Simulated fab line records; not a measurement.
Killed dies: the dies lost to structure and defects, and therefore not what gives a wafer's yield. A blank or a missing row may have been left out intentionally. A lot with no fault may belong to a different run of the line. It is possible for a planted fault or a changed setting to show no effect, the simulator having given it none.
Commonality check across tools	flow nand-harc	8 lots and 24 wafers in the sample

WHAT PROMPTED THE OPENING
Flagged at NHARC_END_SORT_01: reading killed-at-array, on 2 of 8 lots. Fault-free wafers read 55, with a standard deviation of 19.
Rule: a lot is flagged when every wafer of it that has a number lies more than 4 standard deviations from that mean, or none has a number. As for the other lots, they are considered sound.

lot	measured	on	killed-at-array, wafer by wafer	flag
L886	day 25 07:27	prober-01	46 50 59	
L884	day 25 14:29	prober-02	46 41 39	
L893	day 29 04:14	prober-02	668 667 669	FLAGGED
L894	day 29 12:04	prober-02	667 669 670	FLAGGED
L898	day 30 14:07	prober-01	44 47 37	
L902	day 32 07:13	prober-01	66 82 82	
L905	day 33 05:57	prober-02	66 77 63	
L904	day 33 06:01	prober-01	52 36 56	
The numbers of the flagged lots are 668 on average: +613 against the usual, or +32 standard deviations.

WHICH TOOL RAN EACH LOT
3 process steps preceding the reading are held in the record, out of 1302 steps in the route. Every cell lists first the tool, next ch and the chambers used by the sampled wafers, and last the start.
lot	flag	NHARC_A_BONDPAD_DESCUM_11	NHARC_A_BONDPAD_ETCH_12	NHARC_A_BONDPAD_CMP_19
L886		rie-diel-09 ch 0,3, day 24 01:55	rie-diel-09 ch 0,1,3, day 24 02:05	cmp-01 ch 1,2, day 24 03:56
L884		rie-diel-09 ch 1,3, day 24 00:14	rie-diel-09 ch 0,1,3, day 24 00:25	cmp-03 ch 2,3, day 24 02:17
L893	FLAGGED	rie-diel-09 ch 0,3, day 27 21:33	rie-diel-09 ch 1,2,3, day 27 21:45	cmp-03 ch 0,1, day 27 23:34
L894	FLAGGED	rie-diel-09 ch 0,1,2, day 28 02:31	rie-diel-09 ch 0,1,3, day 28 02:41	cmp-01 ch 0,2,3, day 28 04:31
L898		rie-diel-04 ch 1,2, day 29 04:26	rie-diel-04 ch 1,2, day 29 04:37	cmp-03 ch 0,1, day 29 06:34
L902		rie-diel-06 ch 0,1,3, day 30 22:00	rie-diel-06 ch 0,2,3, day 30 22:11	cmp-04 ch 1,2, day 31 00:02
L905		rie-diel-09 ch 0,1,2, day 31 18:25	rie-diel-09 ch 1,2,3, day 31 18:36	cmp-03 ch 0,2,3, day 31 20:28
L904		rie-diel-09 ch 1,3, day 31 20:40	rie-diel-09 ch 1,2,3, day 31 20:50	cmp-03 ch 0,1,3, day 31 22:50
These steps, and what they do:
- NHARC_A_BONDPAD_DESCUM_11: chemistry O2, time 3 s.
- NHARC_A_BONDPAD_ETCH_12: etches the open film in CHF3/O2, target depth 220 nm, time 110 s.
- NHARC_A_BONDPAD_CMP_19: polishes, t overpolish 30 s, cu recess touch 16 s, target thk 169.82 nm.
- NHARC_END_SORT_01

FLAGGED AGAINST TOTAL, ONE TOOL AT A TIME (gauges that did the reading follow at the end)
step	tool	lots run	flagged	share of the flagged lots	sound lots run after its first flagged lot
NHARC_A_BONDPAD_DESCUM_11	rie-diel-04	1	0	none	-
NHARC_A_BONDPAD_DESCUM_11	rie-diel-06	1	0	none	-
NHARC_A_BONDPAD_DESCUM_11	rie-diel-09	6	2	all	2 (L905,L904)
NHARC_A_BONDPAD_ETCH_12	rie-diel-04	1	0	none	-
NHARC_A_BONDPAD_ETCH_12	rie-diel-06	1	0	none	-
NHARC_A_BONDPAD_ETCH_12	rie-diel-09	6	2	all	2 (L905,L904)
NHARC_A_BONDPAD_CMP_19	cmp-01	2	1	some	0
NHARC_A_BONDPAD_CMP_19	cmp-03	5	1	some	3 (L898,L905,L904)
NHARC_A_BONDPAD_CMP_19	cmp-04	1	0	none	-
NHARC_END_SORT_01	prober-01	4	0	none	-
NHARC_END_SORT_01	prober-02	4	2	all	1 (L905)

WHAT IS ALLOWED BY THE TABLE
Every flagged lot was run by 3 rows of the table: rie-diel-09 at NHARC_A_BONDPAD_DESCUM_11, rie-diel-09 at NHARC_A_BONDPAD_ETCH_12 and prober-02 at NHARC_END_SORT_01.
- rie-diel-09 at NHARC_A_BONDPAD_DESCUM_11: 2 of its 6 lots flagged. Sound lots followed the first flagged one (L905, L904) on it, something a lasting fault affecting the whole tool could not allow.
- rie-diel-09 at NHARC_A_BONDPAD_ETCH_12: 2 of its 6 lots flagged. Sound lots followed the first flagged one (L905, L904) on it, something a lasting fault affecting the whole tool could not allow. Its own readings (run-length-s) fall more than 4 standard deviations out on all wafers of the flagged lots.
- prober-02 at NHARC_END_SORT_01: 2 of its 4 lots flagged. Sound lots followed the first flagged one (L905) on it, something a lasting fault affecting the whole tool could not allow.
No row of the table ran every flagged lot and no sound lot after the first.

WHAT THE SIMULATOR HAD PUT IN
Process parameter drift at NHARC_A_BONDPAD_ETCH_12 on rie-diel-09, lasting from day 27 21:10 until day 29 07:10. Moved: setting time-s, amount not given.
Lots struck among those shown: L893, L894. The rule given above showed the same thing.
